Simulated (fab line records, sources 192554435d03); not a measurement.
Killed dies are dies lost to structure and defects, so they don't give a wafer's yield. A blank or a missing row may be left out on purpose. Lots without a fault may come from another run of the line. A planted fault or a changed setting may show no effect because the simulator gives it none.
One fault seen from 2 desks | flow n5_finfet | each desk has only its own numbers; what lay behind them comes last

THE DEFECT DESK
What the inspections along the route counted, lot by lot: means of the sampled wafers that have a number. A lot is out of limits, marked OUT, if its mean lies more than 4 standard deviations from the usual mean; the brackets give that distance.
Columns: A = raw_defect_count at N5_START_INSPECT_01, usual 5.8
lot  | first seen here | A
L964 | day 1 18:02     | 7.0
L965 | day 2 00:02     | 5.0
L972 | day 3 18:02     | 3.5
L973 | day 4 00:02     | 5.5
L974 | day 4 06:02     | 4.0
L983 | day 6 12:02     | 8.0
L984 | day 6 18:02     | 7.0
This desk's finding: nothing out of limits on any of the 7 lots.

THE METROLOGY DESK
What the gauges read, lot by lot, whatever tool the lot ran on: means of the sampled wafers that have a number. A lot is out of limits, marked OUT, if its mean lies more than 4 standard deviations from the usual mean; the brackets give that distance. Of its 11 readings 7 are shown: those that lie furthest out on some lot.
Columns: A = cd_nm at N5_ZERO_LAYER_CD_MEAS_11, usual 2001.5 nm; B = IOFF_P at N5_BEOL_M4_RC_MEAS_101, usual 0.23 nA/um; C = ION_N at N5_BEOL_M4_RC_MEAS_101, usual 675 uA/um; D = ION_P at N5_BEOL_M4_RC_MEAS_101, usual 460 uA/um; E = SS_P at N5_BEOL_M4_RC_MEAS_101, usual 73.6 mV/dec; F = VT_N at N5_BEOL_M4_RC_MEAS_101, usual 249 mV; G = VT_P at N5_BEOL_M4_RC_MEAS_101, usual -250 mV
lot  | first seen here | A      | B    | C   | D   | E    | F   | G
L964 | day 1 18:40     | 2000.6 | 0.25 | 685 | 467 | 74.0 | 249 | -248
L965 | day 2 00:46     | 2000.5 | 0.22 | 668 | 458 | 73.4 | 249 | -251
L972 | day 3 18:38     | 2007.5 | 0.21 | 664 | 461 | 72.5 | 251 | -248
L973 | day 4 00:38     | 2007.8 | 0.23 | 674 | 470 | 73.5 | 252 | -248
L974 | day 4 06:38     | 2006.1 | 0.20 | 663 | 454 | 73.5 | 252 | -251
L983 | day 6 12:38     | 2001.1 | 0.17 | 667 | 457 | 72.6 | 254 | -254
L984 | day 6 18:46     | 2000.0 | 0.21 | 658 | 449 | 73.5 | 251 | -254
This desk's finding: nothing out of limits on any of the 7 lots.

PUT TOGETHER
The defect desk saw nothing out of limits.
The metrology desk saw nothing out of limits.

WHAT THE SIMULATOR HAD PUT IN
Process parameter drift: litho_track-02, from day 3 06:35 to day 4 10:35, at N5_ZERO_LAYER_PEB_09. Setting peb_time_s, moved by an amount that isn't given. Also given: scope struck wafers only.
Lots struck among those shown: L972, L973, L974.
